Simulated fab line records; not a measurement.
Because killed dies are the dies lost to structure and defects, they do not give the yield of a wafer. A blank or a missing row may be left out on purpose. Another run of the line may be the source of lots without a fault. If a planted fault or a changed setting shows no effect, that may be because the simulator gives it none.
Chamber matching / flow nand-harc / NHARC_A_CHANNEL_HOLE_D2_DEP_01 on pecvd-03 has 3 sister chambers
The step deposits SiON, target thk 140 nm. 3 wafers are shown with their chamber, then 9 later ones without.

== WAFERS PAIRED WITH THEIR CHAMBERS ==
wafer=L082.2; chamber=1; heater-power-w (W)=831
wafer=L083.4; chamber=0; heater-power-w (W)=794
wafer=L083.6; chamber=2; heater-power-w (W)=846

== WAFERS WHOSE CHAMBER IS MISSING ==
wafer=L085.1; heater-power-w (W)=740
wafer=L085.5; heater-power-w (W)=784
wafer=L085.6; heater-power-w (W)=814
wafer=L092.4; heater-power-w (W)=882
wafer=L092.5; heater-power-w (W)=915
wafer=L092.6; heater-power-w (W)=819
wafer=L095.1; heater-power-w (W)=801
wafer=L095.2; heater-power-w (W)=844
wafer=L095.4; heater-power-w (W)=790

== WHICH CHAMBER EACH ONE RAN IN ==
wafer=L085.1; from the rows above=can't be placed: 0 or 1 or 2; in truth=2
wafer=L085.5; from the rows above=can't be placed: 0 or 1 or 2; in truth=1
wafer=L085.6; from the rows above=can't be placed: 1 or 0 or 2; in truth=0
wafer=L092.4; from the rows above=can't be placed: 2 or 1 or 0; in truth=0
wafer=L092.5; from the rows above=can't be placed: 2 or 1 or 0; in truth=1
wafer=L092.6; from the rows above=can't be placed: 1 or 0 or 2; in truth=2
wafer=L095.1; from the rows above=can't be placed: 0 or 1 or 2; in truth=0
wafer=L095.2; from the rows above=can't be placed: 2 or 1 or 0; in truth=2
wafer=L095.4; from the rows above=can't be placed: 0 or 1 or 2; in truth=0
0 of 9 placed correctly. Cannot be placed on the basis of these rows: 9; the candidates contain the true chamber in 9. Wrongly placed: 0.
How it was worked out, from the rows above alone: a wafer's distance from a chamber is the root of the sum, over the readings, of the square of ((its reading less the chamber's mean) divided by the reading's scatter). If the next closest chamber is less than 2 further off than the closest, the wafer can't be placed; otherwise it belongs to the closest. A chamber's mean is the mean of its shown wafers. The scatter (one wafer shown for each chamber): square how far every hidden wafer sits from the nearest shown wafer, average those squares and take the square root.
